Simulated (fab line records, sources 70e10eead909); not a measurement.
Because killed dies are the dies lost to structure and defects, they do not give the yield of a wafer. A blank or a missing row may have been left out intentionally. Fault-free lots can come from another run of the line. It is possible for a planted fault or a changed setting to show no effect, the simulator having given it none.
fab line records    flow nandHarc    part 1 of 2: steps 1 to 4 of 6
[record] lots = 23  wafers = 69  lastDay = 33
route steps=1302 shown A_STAIRCASE@712
lots untouched by any fault: they come from a run of this same line in which no faults occurred
startH: hours from the record's opening day to when the first of the lot's shown wafers began    waitH: hours since the lot's step before    " unchanged from the row above    L1.1+2: one row covering several wafers at once    - no value, or no start was given    * or withheld: withheld    < > ~ a bound
route shown NAME@n: NAME is a module with steps in the file, n the number in the route of the first one    usual: mean and standard deviation over wafers with no fault    same: alike in all rows    chamber/n: place in a boat    sites: the reading at each site    _std_site: the standard deviation of these    _edge_site: mean of outer sites minus mean of inner sites    radiusMm: for every site, how far away it sits from the centre of the wafer    mask NAME#n: copy n    behind: the last tool/chamber to shape the wafer    hold: why the lot was held/for how many hours/how that ended    device: whichever transistor did not switch (one of n, p or np)    end of line: the same wafers' tests at the end of the route    a step with no rows: only its recipe    killed: dies that structure and defects cost at the first sort, which is not the same as the wafer's yield    map: the dies of a wafer, with x for killed, . for not killed, _ for no die there
set.NAME: the run value of the setting; set.NAME@STEP: its run value at that earlier step    model.NAME: the simulator's own value behind a step, which no gauge read
route steps across a sampled set of lots; one table per step, one row per wafer
services: from which hour (startH, from the record's first day; less than 0 if before it) a tool's chamber was out of use, for how many hours, and why
[[steps]]
[step NHARC_A_STAIRCASE_TRIM_198]
[recipe] timeS = 211.2  o2FlowSccm = 500  arFlowSccm = 0  biasW = 0  chemistry = O2
[usual] drypumpMotorCurrentA = 6.0/0.56  oesProductAu = 1.000/0.0084  rfVppV = 57.8/0.83  showerheadPlenumPTorr = 3.53/0.14  throttleValvePct = 17.037/0.0087
lot.wafer  tool        chamber  startH  waitH  drypumpMotorCurrentA  oesProductAu  rfHoursCounterH  rfVppV  showerheadPlenumPTorr  throttleValvePct
L075.3     rieDiel-13  1        -       -      6.6                   1.000         4                57.6    3.62                   17.030
L075.2     "           2        "       "      4.8                   1.010         4                56.2    3.40                   17.045
L075.1     "           3        "       "      5.7                   1.004         3                57.9    3.81                   17.035
L077.2     rieDiel-05  2        -       -      6.2                   1.000         38               57.3    3.43                   17.032
L077.5     "           0        "       "      6.4                   1.008         -                58.3    3.75                   17.028
L077.6     "           1        "       "      5.5                   0.996         -                57.0    3.52                   17.036
L076.4     rieDiel-05  2        -       -      6.2                   1.019         40               57.4    3.43                   17.047
L076.1     "           1        "       "      5.5                   1.005         48               57.6    3.52                   17.042
L076.5     "           2        "       "      6.2                   1.005         -                56.5    3.43                   17.039
L078.1     rieDiel-13  1        -       -      6.6                   1.002         14               59.3    3.62                   17.029
L078.3     "           2        "       "      4.8                   0.993         15               58.5    3.40                   17.048
L078.5     "           1        "       "      6.6                   0.997         -                57.9    3.62                   17.039
L079.2     rieDiel-05  3        -       -      6.1                   0.991         62               57.5    3.52                   17.047
L079.4     "           0        "       "      6.4                   0.994         61               58.8    3.74                   17.019
L079.5     "           3        "       "      6.1                   0.992         -                58.9    3.52                   17.034
L080.4     rieDiel-07  3        -       -      6.3                   1.004         33               58.2    3.67                   17.037
L080.2     "           0        "       "      5.0                   1.018         34               58.5    3.30                   17.034
L080.5     "           1        "       "      6.0                   1.009         -                56.7    3.50                   17.036
L081.2     rieDiel-13  2        -       -      4.8                   1.006         29               58.2    3.39                   17.039
L081.3     "           0        "       "      6.5                   1.011         21               58.6    3.42                   17.056
L081.6     "           3        "       "      5.7                   1.003         -                58.0    3.79                   17.061
L082.4     rieDiel-05  0        -       -      6.4                   0.988         9                58.9    3.73                   17.034
L082.3     "           1        "       "      5.5                   0.994         9                57.3    3.51                   17.027
L082.2     "           3        "       "      6.1                   0.990         12               56.6    3.51                   17.029
L084.4     rieDiel-07  2        -       -      5.5                   0.996         48               56.9    3.46                   17.048
L084.3     "           0        "       "      5.0                   1.008         47               57.1    3.30                   17.027
L084.5     "           1        "       "      6.1                   1.005         -                57.4    3.50                   17.040
L085.1     rieDiel-05  0        -       -      6.4                   0.981         12               59.1    3.73                   17.052
L085.5     "           0        "       "      6.4                   0.996         -                57.0    3.73                   17.031
L085.6     "           1        "       "      5.5                   0.987         -                59.4    3.51                   17.048
L083.2     rieDiel-13  1        -       -      6.6                   0.990         37               56.9    3.61                   17.058
L083.4     "           2        "       "      4.8                   1.006         38               57.5    3.39                   17.030
L083.6     "           1        "       "      6.6                   1.005         -                58.0    3.61                   17.031
L086.1     rieDiel-05  3        -       -      6.1                   1.009         19               59.0    3.51                   17.041
L086.4     "           0        "       "      6.4                   0.987         17               58.1    3.73                   17.034
L086.5     "           3        "       "      6.1                   1.008         -                58.2    3.51                   17.035
L087.4     rieDiel-07  0        -       -      5.0                   1.009         4                57.0    3.29                   17.039
L087.1     "           2        "       "      5.5                   0.990         3                57.2    3.46                   17.052
L087.6     "           0        "       "      5.0                   0.991         -                57.1    3.29                   17.049
L088.4     rieDiel-07  3        -       -      6.3                   0.998         3                57.8    3.66                   17.039
L088.1     "           0        "       "      5.0                   1.005         4                57.3    3.29                   17.039
L088.2     "           2        "       "      5.5                   0.990         3                57.5    3.46                   17.029
L089.1     rieDiel-13  2        -       -      4.8                   1.020         49               58.0    3.38                   17.037
L089.4     "           3        "       "      5.7                   0.995         45               59.9    3.78                   17.036
L089.6     "           1        "       "      6.6                   1.005         -                56.6    3.60                   17.038
L090.1     rieDiel-13  1        -       -      6.6                   0.995         54               58.6    3.60                   17.039
L090.5     "           3        "       "      5.7                   0.994         -                57.3    3.78                   17.040
L090.4     "           1        "       "      6.6                   0.991         -                58.3    3.60                   17.041
L091.4     rieDiel-05  2        -       -      6.2                   1.001         45               58.1    3.39                   17.035
L091.1     "           3        "       "      6.1                   1.013         40               58.4    3.50                   17.033
L091.6     "           0        "       "      6.4                   0.995         -                57.3    3.71                   17.033
L093.1     rieDiel-13  2        -       -      4.8                   1.006         6                57.1    3.37                   17.043
L093.6     "           1        "       "      6.6                   0.992         -                58.0    3.59                   17.032
L093.5     "           2        "       "      4.8                   0.997         -                56.7    3.37                   17.038
L092.4     rieDiel-07  1        -       -      6.1                   1.006         21               58.4    3.48                   17.024
L092.6     "           2        "       "      5.5                   1.002         -                58.0    3.45                   17.040
L092.5     "           3        "       "      6.3                   0.983         -                57.5    3.65                   17.038
L094.1     rieDiel-05  3        -       -      6.1                   1.001         45               57.6    3.49                   17.043
L094.4     "           0        "       "      6.4                   0.997         47               59.1    3.71                   17.037
L094.5     "           2        "       "      6.2                   0.999         -                57.8    3.39                   17.017
L097.2     rieDiel-13  2        -       -      4.8                   1.014         19               58.8    3.37                   17.056
L097.6     "           3        "       "      5.7                   0.992         -                58.7    3.77                   17.044
L097.5     "           0        "       "      6.5                   1.009         -                57.3    3.40                   17.039
L095.4     rieDiel-05  0        -       -      6.4                   1.000         53               58.1    3.71                   17.034
L095.2     "           1        "       "      5.5                   1.006         59               56.7    3.48                   17.028
L095.1     "           2        "       "      6.2                   1.003         58               57.6    3.39                   17.040
L096.4     rieDiel-13  1        -       -      6.6                   1.004         20               57.2    3.58                   17.038
L096.2     "           2        "       "      4.8                   1.008         22               56.9    3.36                   17.048
L096.6     "           1        "       "      6.6                   1.007         -                57.4    3.58                   17.023
[step NHARC_A_STAIRCASE_ETCH_201]
[recipe] targetDepthA = 1000  timeS = 40.5  ionEnergyEv = 400  c4f8FlowSccm = 20  o2FlowSccm = 10  arFlowSccm = withheld  rfW = 600  biasW = 1000  chemistry = C4F8/O2
[usual] oesProductAu = 0.945/0.0092  rfFwdPowerW = 592.5/2.8  rfVppV = 896/5.2
lot.wafer  tool        chamber  startH  waitH  oesProductAu  rfFwdPowerW  rfHoursCounterH  rfVppV
L075.2     rieDiel-13  3        -       -      0.954         592.6        5                907
L075.1     "           0        "       "      0.953         595.2        5                892
L075.3     "           2        "       "      0.928         595.3        7                890
L077.2     rieDiel-05  0        -       -      0.935         588.7        48               905
L077.5     "           0        "       "      0.933         588.4        -                903
L077.6     "           1        "       "      0.942         594.0        -                896
L076.4     rieDiel-05  0        -       -      0.961         594.0        50               904
L076.1     "           3        "       "      0.957         591.4        49               896
L076.5     "           1        "       "      0.932         598.0        -                896
L078.3     rieDiel-13  1        -       -      0.947         593.5        14               900
L078.1     "           2        "       "      0.962         596.9        15               891
L078.5     "           0        "       "      0.951         597.2        -                891
L079.4     rieDiel-05  1        -       -      0.933         594.0        58               895
L079.2     "           3        "       "      0.942         590.2        63               897
L079.5     "           1        "       "      0.939         596.1        -                897
L080.4     rieDiel-07  2        -       -      0.959         593.4        34               894
L080.2     "           0        "       "      0.955         588.0        34               887
L080.5     "           2        "       "      0.947         593.4        -                893
L081.3     rieDiel-13  0        -       -      0.953         589.6        22               891
L081.2     "           1        "       "      0.954         589.6        27               900
L081.6     "           0        "       "      0.939         591.6        -                893
L082.3     rieDiel-05  1        -       -      0.934         596.1        9                894
L082.2     "           2        "       "      0.950         595.2        12               890
L082.4     "           3        "       "      0.945         593.0        12               895
L084.3     rieDiel-07  0        -       -      0.956         588.1        47               888
L084.4     "           1        "       "      0.941         589.1        49               893
L084.5     "           2        "       "      0.937         589.5        -                894
L085.1     rieDiel-05  0        -       -      0.930         594.5        12               903
L085.6     "           2        "       "      0.945         590.7        -                889
L085.5     "           3        "       "      0.949         590.3        -                896
L083.4     rieDiel-13  1        -       -      0.938         590.3        37               899
L083.2     "           2        "       "      0.946         594.6        38               891
L083.6     "           2        "       "      0.948         597.7        -                890
L086.4     rieDiel-05  3        -       -      0.943         590.6        20               897
L086.1     "           1        "       "      0.945         593.5        18               895
L086.5     "           3        "       "      0.948         591.7        -                896
L087.4     rieDiel-07  2        -       -      0.946         591.8        3                894
L087.1     "           0        "       "      0.947         586.3        4                888
L087.6     "           2        "       "      0.950         590.1        -                893
L088.2     rieDiel-07  1        -       -      0.944         586.2        4                894
L088.4     "           3        "       "      0.924         595.0        3                901
L088.1     "           0        "       "      0.944         588.3        4                889
L089.1     rieDiel-13  3        -       -      0.960         593.1        45               904
L089.4     "           1        "       "      0.936         590.2        48               898
L089.6     "           2        "       "      0.940         594.5        -                891
L090.1     rieDiel-13  2        -       -      0.950         595.4        55               892
L090.5     "           3        "       "      0.961         592.7        -                905
L090.4     "           1        "       "      0.944         589.9        -                898
L091.1     rieDiel-05  0        -       -      0.953         591.8        41               901
L091.4     "           3        "       "      0.960         592.7        40               895
L091.6     "           0        "       "      0.949         593.2        -                902
L093.1     rieDiel-13  1        -       -      0.933         591.4        6                898
L093.5     "           1        "       "      0.933         588.8        -                899
L093.6     "           2        "       "      0.945         593.7        -                888
L092.4     rieDiel-07  0        -       -      0.952         587.3        18               885
L092.5     "           1        "       "      0.948         588.7        -                895
L092.6     "           2        "       "      0.942         588.7        -                894
L094.1     rieDiel-05  2        -       -      0.952         589.7        50               891
L094.4     "           0        "       "      0.939         592.7        47               904
L094.5     "           2        "       "      0.940         590.2        -                892
L097.2     rieDiel-13  3        -       -      0.934         590.0        18               904
L097.5     "           2        "       "      0.956         594.8        -                891
L097.6     "           3        "       "      0.938         593.9        -                903
L095.4     rieDiel-05  3        -       -      0.960         593.8        52               896
L095.1     "           0        "       "      0.953         590.8        53               904
L095.2     "           1        "       "      0.965         595.7        59               894
L096.4     rieDiel-13  2        -       -      0.939         598.4        22               888
L096.2     "           1        "       "      0.927         589.2        21               898
L096.6     "           2        "       "      0.937         598.8        -                889
[step NHARC_A_STAIRCASE_ETCH_203]
[recipe] targetDepthA = 1000  timeS = 40.5  ionEnergyEv = 400  c4f8FlowSccm = 20  o2FlowSccm = 10  arFlowSccm = withheld  rfW = 600  biasW = 1000  chemistry = C4F8/O2
[usual] oesProductAu = 0.944/0.0085  rfFwdPowerW = 593/3  rfVppV = 896/5.4
lot.wafer  tool        chamber  startH  waitH  oesProductAu  rfFwdPowerW  rfHoursCounterH  rfVppV
L075.2     rieDiel-13  1        -       -      0.936         592          8                899
L075.1     "           3        "       "      0.954         597          5                905
L075.3     "           0        "       "      0.947         591          5                891
L077.2     rieDiel-05  2        -       -      0.947         593          38               892
L077.5     "           1        "       "      0.950         596          -                896
L077.6     "           2        "       "      0.947         592          -                892
L076.1     rieDiel-05  1        -       -      0.958         597          48               897
L076.4     "           3        "       "      0.946         589          49               895
L076.5     "           0        "       "      0.958         594          -                904
L078.1     rieDiel-13  1        -       -      0.943         589          14               900
L078.3     "           2        "       "      0.948         596          15               891
L078.5     "           1        "       "      0.943         593          -                899
L079.4     rieDiel-05  0        -       -      0.941         593          62               903
L079.2     "           1        "       "      0.950         595          58               896
L079.5     "           0        "       "      0.940         594          -                904
L080.2     rieDiel-07  2        -       -      0.961         593          34               895
L080.4     "           0        "       "      0.941         589          34               887
L080.5     "           2        "       "      0.948         593          -                893
L081.2     rieDiel-13  2        -       -      0.943         597          29               890
L081.3     "           3        "       "      0.940         594          24               904
L081.6     "           2        "       "      0.929         594          -                892
L082.2     rieDiel-05  2        -       -      0.950         591          12               892
L082.4     "           3        "       "      0.943         591          12               894
L082.3     "           1        "       "      0.940         601          10               896
L084.3     rieDiel-07  0        -       -      0.942         587          47               886
L084.4     "           3        "       "      0.944         591          46               900
L084.5     "           0        "       "      0.941         584          -                888
L085.1     rieDiel-05  0        -       -      0.933         595          12               903
L085.6     "           1        "       "      0.935         597          -                895
L085.5     "           2        "       "      0.952         594          -                891
L083.2     rieDiel-13  3        -       -      0.945         594          31               906
L083.4     "           2        "       "      0.950         598          38               891
L083.6     "           0        "       "      0.936         596          -                893
L086.1     rieDiel-05  1        -       -      0.934         595          19               895
L086.4     "           2        "       "      0.933         587          21               892
L086.5     "           1        "       "      0.931         594          -                893
L087.4     rieDiel-07  0        -       -      0.949         589          4                888
L087.1     "           2        "       "      0.938         591          3                893
L087.6     "           0        "       "      0.945         589          -                887
L088.4     rieDiel-07  0        -       -      0.934         590          4                886
L088.2     "           1        "       "      0.951         587          4                894
L088.1     "           2        "       "      0.948         591          3                894
L089.1     rieDiel-13  1        -       -      0.932         589          48               898
L089.4     "           2        "       "      0.941         597          49               890
L089.6     "           0        "       "      0.951         592          -                891
L090.1     rieDiel-13  2        -       -      0.947         598          55               892
L090.5     "           2        "       "      0.942         598          -                889
L090.4     "           3        "       "      0.945         589          -                904
L091.4     rieDiel-05  0        -       -      0.953         590          41               902
L091.1     "           3        "       "      0.947         590          40               896
L091.6     "           1        "       "      0.936         596          -                893
L093.1     rieDiel-13  3        -       -      0.949         593          4                904
L093.5     "           2        "       "      0.943         592          -                891
L093.6     "           3        "       "      0.941         592          -                906
L092.4     rieDiel-07  3        -       -      0.925         589          15               901
L092.6     "           3        "       "      0.932         590          -                900
L092.5     "           0        "       "      0.947         588          -                886
L094.4     rieDiel-05  1        -       -      0.946         598          51               895
L094.1     "           2        "       "      0.950         590          50               892
L094.5     "           1        "       "      0.944         598          -                894
L097.2     rieDiel-13  1        -       -      0.949         593          18               898
L097.5     "           2        "       "      0.945         593          -                889
L097.6     "           3        "       "      0.938         594          -                905
L095.1     rieDiel-05  0        -       -      0.943         591          54               902
L095.4     "           2        "       "      0.939         592          58               890
L095.2     "           3        "       "      0.951         593          52               894
L096.4     rieDiel-13  1        -       -      0.936         592          22               898
L096.2     "           2        "       "      0.931         595          23               889
L096.6     "           1        "       "      0.926         592          -                899
[step NHARC_A_STAIRCASE_TRIM_220]
[recipe] timeS = 211.2  o2FlowSccm = 500  arFlowSccm = 0  biasW = 0  chemistry = O2
[usual] drypumpMotorCurrentA = 6.0/0.52  oesProductAu = 0.998/0.0072  rfVppV = 57.7/0.83  showerheadPlenumPTorr = 3.53/0.14  throttleValvePct = 17.037/0.0094
lot.wafer  tool        chamber  startH  waitH  drypumpMotorCurrentA  oesProductAu  rfHoursCounterH  rfVppV  showerheadPlenumPTorr  throttleValvePct
L075.2     rieDiel-13  3        373.12  0.1    5.7                   1.006         6                58.7    3.80                   17.029
L075.1     "           0        "       "      6.5                   1.009         6                57.3    3.43                   17.018
L075.3     "           1        "       "      6.6                   0.995         9                57.6    3.62                   17.022
L077.2     rieDiel-05  0        373.58  0.1    6.4                   0.999         49               57.9    3.75                   17.040
L077.5     "           2        "       "      6.2                   1.002         -                57.1    3.43                   17.034
L077.6     "           3        "       "      6.1                   0.998         -                57.1    3.53                   17.044
L076.1     rieDiel-13  3        380.37  0.1    5.7                   1.009         8                58.4    3.80                   17.049
L076.4     "           0        "       "      6.5                   1.006         8                56.8    3.43                   17.023
L076.5     "           3        "       "      5.7                   1.002         -                58.0    3.80                   17.036
L078.1     rieDiel-07  0        398.61  0.1    5.0                   1.000         27               56.2    3.31                   17.047
L078.3     "           3        "       "      6.4                   1.004         26               57.5    3.67                   17.039
L078.5     "           0        "       "      5.0                   1.007         -                57.8    3.31                   17.037
L079.2     rieDiel-13  1        408.59  0.1    6.6                   0.996         20               58.3    3.61                   17.028
L079.4     "           3        "       "      5.7                   1.006         16               59.0    3.80                   17.026
L079.5     "           1        "       "      6.6                   0.988         -                60.3    3.61                   17.029
L080.4     rieDiel-13  0        414.36  0.1    6.5                   1.000         17               57.5    3.42                   17.044
L080.2     "           2        "       "      4.8                   1.008         22               57.0    3.39                   17.042
L080.5     "           1        "       "      6.6                   1.008         -                57.9    3.61                   17.033
L081.3     rieDiel-05  3        438.81  0.1    6.1                   1.000         6                57.2    3.52                   17.032
L081.2     "           0        "       "      6.4                   0.986         5                58.7    3.74                   17.040
L081.6     "           3        "       "      6.1                   0.994         -                57.9    3.52                   17.030
L082.4     rieDiel-13  3        454.89  0.1    5.7                   0.996         28               58.4    3.79                   17.020
L082.2     "           0        "       "      6.4                   0.998         29               57.1    3.41                   17.057
L082.3     "           1        "       "      6.6                   0.989         34               58.3    3.61                   17.042
L084.4     rieDiel-05  2        460.27  0.2    6.2                   0.994         15               56.9    3.41                   17.020
L084.3     "           1        "       "      5.5                   0.998         12               57.7    3.51                   17.025
L084.5     "           2        "       "      6.2                   0.987         -                57.0    3.41                   17.022
L085.1     rieDiel-05  2        462.87  0.1    6.1                   0.997         16               57.4    3.41                   17.032
L085.5     "           0        "       "      6.4                   0.997         -                58.0    3.73                   17.022
L085.6     "           1        "       "      5.5                   1.006         -                58.3    3.50                   17.049
L083.2     rieDiel-05  1        464.04  0.2    5.6                   0.994         14               58.3    3.50                   17.038
L083.4     "           2        "       "      6.1                   0.989         16               57.0    3.41                   17.050
L083.6     "           3        "       "      6.1                   1.000         -                59.2    3.51                   17.031
L086.1     rieDiel-05  3        479.35  0.1    6.1                   1.002         22               57.7    3.51                   17.051
L086.4     "           2        "       "      6.2                   0.996         25               57.0    3.41                   17.044
L086.5     "           3        "       "      6.1                   1.006         -                57.0    3.51                   17.032
L087.4     rieDiel-05  3        496.31  0.1    6.1                   1.003         27               56.9    3.50                   17.026
L087.1     "           1        "       "      5.5                   1.005         27               57.5    3.50                   17.047
L087.6     "           3        "       "      6.1                   1.008         -                58.1    3.50                   17.050
L088.4     rieDiel-05  1        497.97  0.1    5.6                   0.997         28               58.6    3.50                   17.045
L088.1     "           2        "       "      6.2                   1.002         30               59.0    3.40                   17.045
L088.2     "           3        "       "      6.1                   1.012         27               57.2    3.50                   17.037
L089.4     rieDiel-13  1        498.82  0.1    6.6                   0.994         48               58.1    3.60                   17.051
L089.1     "           2        "       "      4.8                   0.991         49               57.0    3.38                   17.051
L089.6     "           1        "       "      6.6                   0.994         -                58.0    3.60                   17.044
L090.4     rieDiel-07  1        520.06  0.1    6.1                   1.002         11               59.2    3.49                   17.037
L090.1     "           2        "       "      5.5                   0.982         8                56.8    3.46                   17.036
L090.5     "           1        "       "      6.1                   1.002         -                56.7    3.49                   17.044
L091.4     rieDiel-05  3        536.51  0.2    6.1                   1.010         41               56.9    3.50                   17.042
L091.1     "           0        "       "      6.4                   0.999         42               60.2    3.71                   17.029
L091.6     "           1        "       "      5.5                   1.005         -                58.3    3.49                   17.047
L093.1     rieDiel-13  1        542.73  0.1    6.6                   0.984         6                59.0    3.59                   17.036
L093.5     "           3        "       "      5.7                   1.001         -                55.9    3.78                   17.061
L093.6     "           0        "       "      6.5                   1.009         -                58.5    3.40                   17.021
L092.4     rieDiel-05  2        542.93  0.1    6.2                   0.983         47               57.3    3.39                   17.033
L092.5     "           0        "       "      6.4                   0.986         -                56.4    3.71                   17.047
L092.6     "           1        "       "      5.5                   0.992         -                57.3    3.49                   17.029
L094.1     rieDiel-07  0        554.96  0.1    5.0                   1.000         21               56.2    3.28                   17.036
L094.4     "           1        "       "      6.1                   1.011         24               56.8    3.48                   17.036
L094.5     "           2        "       "      5.6                   0.991         -                59.0    3.45                   17.045
L097.2     rieDiel-05  1        579.33  0.1    5.5                   0.996         59               59.2    3.48                   17.034
L097.6     "           2        "       "      6.2                   0.989         -                57.0    3.39                   17.039
L097.5     "           3        "       "      6.1                   0.999         -                58.0    3.49                   17.031
L095.4     rieDiel-07  0        579.53  0.1    5.0                   0.997         29               57.2    3.28                   17.042
L095.2     "           1        "       "      6.0                   0.993         30               57.3    3.48                   17.034
L095.1     "           2        "       "      5.6                   0.991         29               58.4    3.45                   17.032
L096.4     rieDiel-07  2        593.55  0.1    5.5                   0.992         34               58.8    3.44                   17.021
L096.2     "           0        "       "      5.0                   0.995         31               58.4    3.28                   17.041
L096.6     "           2        "       "      5.5                   1.007         -                56.6    3.44                   17.025
